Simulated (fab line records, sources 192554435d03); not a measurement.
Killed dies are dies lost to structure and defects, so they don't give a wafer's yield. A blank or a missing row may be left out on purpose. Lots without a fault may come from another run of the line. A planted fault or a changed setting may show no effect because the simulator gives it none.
Chamber matching | flow n5_finfet | N5_BEOL_M0_SAQP_SPACER2_ALD_26 on ald_sin-03: 4 sister chambers
The step deposits SiO2, target thk 15 nm, pulse time 1 s, purge time 2 s. 22 wafers are shown with their chamber, then 11 later ones without.

WAFERS WITH THEIR CHAMBER
wafer  | chamber | heater_power_w (W) | precursor_pulse_height_rel
L074.1 | 1       | 424                | 1.019
L074.4 | 0       | 522                | 0.979
L074.6 | 1       | 416                | 1.026
L076.2 | 1       | 429                | 0.991
L076.3 | 3       | 510                | 0.957
L076.4 | 0       | 531                | 0.995
L077.2 | 2       | 517                | 0.993
L077.3 | 0       | 537                | 0.991
L077.5 | 0       | 536                | 0.996
L078.1 | 1       | 417                | 0.985
L078.2 | 3       | 528                | 0.990
L078.3 | 2       | 524                | 1.014
L079.3 | 0       | 536                | 0.996
L079.4 | 1       | 420                | 0.993
L079.5 | 1       | 425                | 0.987
L080.2 | 2       | 531                | 0.965
L080.3 | 3       | 503                | 1.012
L080.6 | 1       | 421                | 1.015
L082.1 | 2       | 528                | 1.004
L082.4 | 3       | 508                | 0.989
L082.5 | 0       | 528                | 0.990
L086.1 | 1       | 429                | 0.986

SIGNATURES (means of the wafers above)
reading                    | chamber 0 | chamber 1 | chamber 2 | chamber 3 | scatter within a chamber
heater_power_w             | 531.67    | 422.62    | 525.00    | 512.25    | 6.72
precursor_pulse_height_rel | 0.99117   | 1.00025   | 0.99400   | 0.98700   | 0.0168
Rule: a wafer's distance from a chamber is the root of the sum, over the readings, of the square of ((its reading less the chamber's mean) divided by the reading's scatter). The wafer belongs to the nearest chamber; if the next one is less than 2 further off, it can't be placed. The scatter: the root of (the sum of the squares of (reading less its chamber's mean) over the shown wafers, divided by (wafers less chambers)).

WAFERS WITHOUT THEIR CHAMBER
wafer  | heater_power_w (W) | precursor_pulse_height_rel
L086.2 | 517                | 1.020
L086.4 | 508                | 0.996
L087.2 | 508                | 1.025
L087.4 | 528                | 0.983
L087.5 | 521                | 0.996
L093.3 | 536                | 0.986
L093.4 | 418                | 0.993
L093.6 | 430                | 1.010
L097.1 | 522                | 0.998
L097.2 | 501                | 1.023
L097.5 | 520                | 0.978

WHICH CHAMBER EACH WENT THROUGH
wafer  | from the rows above          | in truth
L086.2 | can't be placed: 2 or 3 or 0 | 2
L086.4 | can't be placed: 3 or 2      | 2
L087.2 | can't be placed: 3 or 2 or 0 | 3
L087.4 | can't be placed: 0 or 2 or 3 | 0
L087.5 | can't be placed: 2 or 3 or 0 | 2
L093.3 | can't be placed: 0 or 2      | 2
L093.4 | 1                            | 1
L093.6 | 1                            | 1
L097.1 | can't be placed: 2 or 0 or 3 | 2
L097.2 | can't be placed: 3 or 2      | 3
L097.5 | can't be placed: 2 or 3 or 0 | 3
Placed correctly: 2 of 11. Can't be placed from these rows: 9 (the true chamber is among the candidates in 9). Placed wrongly: 0.
